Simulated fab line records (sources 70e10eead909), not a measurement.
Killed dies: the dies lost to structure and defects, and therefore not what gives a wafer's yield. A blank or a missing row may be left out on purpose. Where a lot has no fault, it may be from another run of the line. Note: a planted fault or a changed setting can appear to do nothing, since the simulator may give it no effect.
Problem report in the 8D (eight disciplines) form, filled by code    flow nand harc    the parts of the form that need people (team, actions taken, sign-off) are left out

== 1. WHAT IS WRONG ==
oes product au at NHARC_P_M1_ETCH_35 reads a mean of 0.816 a.u. on 3 wafers of 2 lots; wafers without a fault read 1.000 a.u. with a standard deviation of 0.012. Measured from the usual mean, that is -15 standard deviations.
The step: etches the open film in N2/H2, target depth 40 nm, overetch 12 nm, time 43.94 s.
Earliest sighting: wafer L749.1 on rie diel-06 at day 14 13:50. Wafers with a number at this step in the record: 36, from 12 lots. The rule behind "out" and "out of limits": a value lying over 4 standard deviations away from the usual mean. All remaining wafers that have a number are taken as sound.

== 2. WHAT IT IS; WHAT IT IS NOT ==
question                     is                      is not
which readings at this step  oes product au          drypump motor current A, rf vpp V, showerhead plenum p Torr, throttle valve pct
which lots                   L749, L750              L730, L731, L732, L733, L734, L735, L736, L738, L739, L740
which wafers of those lots   L749.1, L750.1, L750.5  L749.3, L749.6, L750.4
read on which tools          rie diel-06             rie diel-03, rie diel-07
when                         from day 14 13:50       up to then (32 sound wafers); but 1 sound wafer of L750 came after

== 3. WHAT RULES OUT EACH SUSPECT ==
Counting: any tool at a process step up to the reading remains a suspect provided it ran every lot that is out. Sound lots after the first of them don't rule it out here, since some wafers of a struck lot are sound.
- rie diel-06 at NHARC_P_M1_ETCH_35 (etches the open film in N2/H2, target depth 40 nm, overetch 12 nm, time 43.94 s): kept. Every lot that is out went through it, the first being L749 (day 14 13:50); the last sound lot it ran before that was L740 (day 10 15:07). Out on those wafers are its own readings of oes product au.
Left after counting: rie diel-06 at NHARC_P_M1_ETCH_35.

== 4. THE CAUSE (what the simulator had put in) ==
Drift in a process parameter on rie diel-06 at NHARC_P_M1_ETCH_35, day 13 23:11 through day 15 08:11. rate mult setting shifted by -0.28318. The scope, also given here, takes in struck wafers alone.
Only this tool survived the counting.

== 5. THE EFFECT CHAIN, in route order ==
Each row: a reading where the mean over the struck wafers with a number is more than 3 standard deviations away from the usual. Only readings for which the record gives a usual standard deviation are gone through. hours: the time from each lot's start at the first step in this table that gives one to its start at this step, as a median over the lots. sigmas: the change in usual standard deviations.
hours  step                reading         usual       on struck wafers  change  sigmas
0      NHARC_P_M1_ETCH_35  oes product au  1.000 a.u.  0.816             -0.184  -15
Its process steps:
- NHARC_P_M1_ETCH_35: etches the open film in N2/H2, target depth 40 nm, overetch 12 nm, time 43.94 s.

== 6. HOW IT WOULD HAVE BEEN CAUGHT EARLIER ==
First out-of-limits reading in this record: day 14 13:50, which is 15 hours after fault onset at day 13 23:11.
